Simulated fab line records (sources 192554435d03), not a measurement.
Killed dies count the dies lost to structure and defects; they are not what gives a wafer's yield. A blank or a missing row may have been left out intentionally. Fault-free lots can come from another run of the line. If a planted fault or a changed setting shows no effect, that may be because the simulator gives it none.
Chamber matching | flow n5_finfet | rie_diel-04 running N5_GATE_CUT_STRIP_59: 4 sister chambers
The step strips in N2/H2, time 20 s. 20 wafers are shown with their chamber, then 10 later ones without.

== EACH WAFER AND ITS CHAMBER ==
wafer  | chamber | showerhead_plenum_p_Torr (Torr) | drypump_motor_current_A (A) | throttle_valve_pct (%)
L074.1 | 3       | 3.41                            | 5.5                         | 12.1
L074.2 | 1       | 3.50                            | 5.6                         | 12.3
L074.5 | 3       | 3.41                            | 5.5                         | 12.1
L077.4 | 3       | 3.40                            | 5.5                         | 12.1
L077.5 | 1       | 3.49                            | 5.6                         | 12.4
L077.6 | 0       | 3.34                            | 6.3                         | 12.7
L078.4 | 0       | 3.34                            | 6.3                         | 12.7
L078.5 | 3       | 3.40                            | 5.4                         | 12.1
L078.6 | 0       | 3.34                            | 6.3                         | 12.7
L079.2 | 3       | 3.40                            | 5.5                         | 12.1
L079.4 | 1       | 3.49                            | 5.6                         | 12.4
L079.6 | 2       | 3.28                            | 5.7                         | 12.2
L085.1 | 2       | 3.28                            | 5.6                         | 12.2
L085.2 | 0       | 3.33                            | 6.3                         | 12.7
L085.3 | 1       | 3.48                            | 5.6                         | 12.4
L085.4 | 3       | 3.40                            | 5.5                         | 12.1
L085.5 | 0       | 3.33                            | 6.3                         | 12.8
L085.6 | 3       | 3.40                            | 5.5                         | 12.1
L086.3 | 1       | 3.48                            | 5.6                         | 12.4
L086.4 | 3       | 3.39                            | 5.5                         | 12.1

SIGNATURES, as means of the wafers listed above
reading                  | chamber 0 | chamber 1 | chamber 2 | chamber 3 | scatter within a chamber
showerhead_plenum_p_Torr | 3.3360    | 3.4880    | 3.2800    | 3.4013    | 0.00656
drypump_motor_current_A  | 6.300     | 5.600     | 5.650     | 5.487     | 0.0293
throttle_valve_pct       | 12.720    | 12.380    | 12.200    | 12.100    | 0.0316
Rule: distance of a wafer from a chamber = root of the sum over the readings of ((wafer's reading minus chamber's mean) / reading's scatter) squared. The wafer belongs to the nearest chamber; if the next one is less than 2 further off, it can't be placed. The scatter: the root of (the sum of the squares of (reading less its chamber's mean) over the shown wafers, divided by (wafers less chambers)).

== WAFERS WHOSE CHAMBER IS MISSING ==
wafer  | showerhead_plenum_p_Torr (Torr) | drypump_motor_current_A (A) | throttle_valve_pct (%)
L086.5 | 3.33                            | 6.3                         | 12.7
L089.2 | 3.39                            | 5.4                         | 12.1
L089.3 | 3.48                            | 5.6                         | 12.4
L089.6 | 3.39                            | 5.5                         | 12.1
L090.1 | 3.27                            | 5.7                         | 12.3
L090.2 | 3.39                            | 5.5                         | 12.1
L090.6 | 3.27                            | 5.7                         | 12.3
L096.1 | 3.47                            | 5.6                         | 12.5
L096.2 | 3.32                            | 6.3                         | 12.2
L096.3 | 3.27                            | 5.6                         | 12.3

== THE CHAMBER EACH PASSED THROUGH ==
wafer  | from the rows above | in truth
L086.5 | 0                   | 0
L089.2 | 3                   | 3
L089.3 | 1                   | 1
L089.6 | 3                   | 3
L090.1 | 2                   | 2
L090.2 | 3                   | 3
L090.6 | 2                   | 2
L096.1 | 1                   | 1
L096.2 | 0                   | 0
L096.3 | 2                   | 2
10 of 10 placed correctly. Number that these rows cannot place: 0. Placed wrongly: 0.
